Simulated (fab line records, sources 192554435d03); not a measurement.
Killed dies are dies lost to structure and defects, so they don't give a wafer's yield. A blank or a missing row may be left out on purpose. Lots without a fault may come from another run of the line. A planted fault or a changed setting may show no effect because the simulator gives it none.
A struck lot beside a sound one | flow n5_finfet | 36 steps out of a route of 1938
Sound: wafers L199.2, L199.3, L199.6. Struck: wafers L201.2, L201.5, L201.6. The cause comes at the end.
At each step with rows: each side's tool, then ch and its chambers, then its first start. Under that, the readings that differ: sound wafers | struck wafers | difference of the means | sigmas: that difference in standard deviations of wafers without a fault.
alike: readings whose means differ by less than 2 such deviations, and words and numbers that are the same on both sides. not compared: withheld readings, readings that some wafer has no value for, bounds like >300 that may hide the same value, and numbers for which the record gives no deviation and whose values overlap.
The two part at a step that has a row with sigmas, a row that says differs or no value, or rows on one side only. Numbers that don't overlap but have no deviation are shown without sigmas and don't part them. A reading that every wafer of one side lacks parts them only if that side has two wafers or more.

first, 8 steps without rows for these wafers: N5_BEOL_M9_SPUTTER_48 (material Cu, target thk 12 nm, time 2 s); N5_BEOL_M9_ECD_50 (material Cu, target thk 318 nm); N5_BEOL_M9_ANNEAL_51 (time 90 s); N5_BEOL_M9_CMP_52 (polishes, stops on SiCOH lowk, t overpolish 7 s, target thk 140 nm); N5_BEOL_M9_PRE_CLEAN_55 (time 15 s); N5_BEOL_M9_DEP_56 (deposits SiCN from 3MS/NH3, target thk 15 nm, time 26.5 s); N5_BEOL_M10_ILD_DEP_00 (deposits SiCOH lowk from DEMS/porogen, target thk 308.51 nm, time 58 s); N5_BEOL_M10_CURE_71 (cures SiCOH lowk, time 240 s).
N5_BEOL_M10_PECVD_70: deposits SiO2 from TEOS/O2, target thk 20 nm, time 22.7 s.
  sound on pecvd-03 ch 1,2, day 12 09:34; struck on pecvd-03 ch 0,2, day 13 06:14
  reading                                     | sound                | struck               | difference | sigmas
  susceptor_temp_C (C)                        | 400.08 399.68 399.92 | 386.11 385.87 386.09 | -13.87     | -60
  model.SiO2_of_BEOL_M10_PECVD_70.thk_nm (nm) | 19.8 20 20           | 21.8 22 22           | +2.0       |
  alike: heater_power_w, showerhead_plenum_p_Torr, throttle_valve_pct
then, 24 steps without rows for these wafers: N5_BEOL_M10_HM_DEP_02 (deposits TiN, target thk 20 nm); N5_BEOL_M10_COAT_59 (time 60 s, resist thk 100 nm); N5_BEOL_M10_COAT_60 (time 60 s, resist thk 30 nm); N5_BEOL_M10_COAT_05 (resist thk 90 nm); N5_BEOL_M10_EBR_07; N5_BEOL_M10_SOFTBAKE_06 (time 60 s); N5_BEOL_M10_EXPOSE_08 (exposes mask M10); N5_BEOL_M10_PEB_09 (peb time 60 s); N5_BEOL_M10_DEVELOP_10 (develop time 30 s); N5_BEOL_M10_DESCUM_16 (chemistry O2, time 7.9 s); N5_BEOL_M10_ETCH_61 (etches SiARC in CF4, target depth 39 nm, time 65 s); N5_BEOL_M10_ETCH_62 (etches SOC in N2/H2, target depth 110 nm, overetch 22 nm, time 165 s); N5_BEOL_M10_STRIP_68 (strips in N2/H2); N5_BEOL_M10_STRIP_67 (strips in CF4); N5_BEOL_M10_HM_OPEN_17 (chemistry Cl2/BCl3, target TiN, target depth 20 nm, overetch 6 nm); N5_BEOL_M10_STRIP_19 (strips in O2); N5_BEOL_M10_COAT_63 (time 60 s, resist thk 100 nm); N5_BEOL_M10_COAT_64 (time 60 s, resist thk 30 nm); N5_BEOL_M10_COAT_22 (resist thk 90 nm); N5_BEOL_M10_EBR_24; N5_BEOL_M10_SOFTBAKE_23 (time 60 s); N5_BEOL_M10_EXPOSE_25 (exposes mask V9); N5_BEOL_M10_PEB_26 (peb time 60 s); N5_BEOL_M10_DEVELOP_27 (develop time 30 s).
N5_BEOL_M10_HM_STRIP_39: strips TiN in peroxide tin strip, target depth 25 nm, time 158 s.
  sound on wet_bench-04 ch 1,6,7, day 12 12:19; struck on wet_bench-04 ch 0,1,4, day 13 12:58
  reading                                     | sound          | struck         | difference | sigmas
  model.SiO2_of_BEOL_M10_PECVD_70.thk_nm (nm) | 19.8 19.8 19.8 | 21.6 21.8 21.8 | +1.9       |
N5_BEOL_M10_CMP_52: polishes, stops on SiCOH lowk, t overpolish 7 s, target thk 140 nm.
  sound on cmp-01 ch 0,2, day 12 15:11; struck on cmp-01 ch 0,2,3, day 13 16:30
  reading                      | sound          | struck         | difference | sigmas
  barrier_field_endpoint_s (s) | 28.4 28.3 28.2 | 31.2 32.7 33.1 | +4.0       | +6
  alike: clearing_platen_rpm, motor_current_A
  not compared: pad_life_wafers
then, 1 step without rows for these wafers: N5_PASSIVATION_PROBE_49.

WHERE THEY PART
First at N5_BEOL_M10_PECVD_70; last, within this record, at N5_BEOL_M10_CMP_52.

WHY: what the simulator had put in
Process parameter drift: pecvd-03, from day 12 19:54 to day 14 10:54, at N5_BEOL_M10_PECVD_70. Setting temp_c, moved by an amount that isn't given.
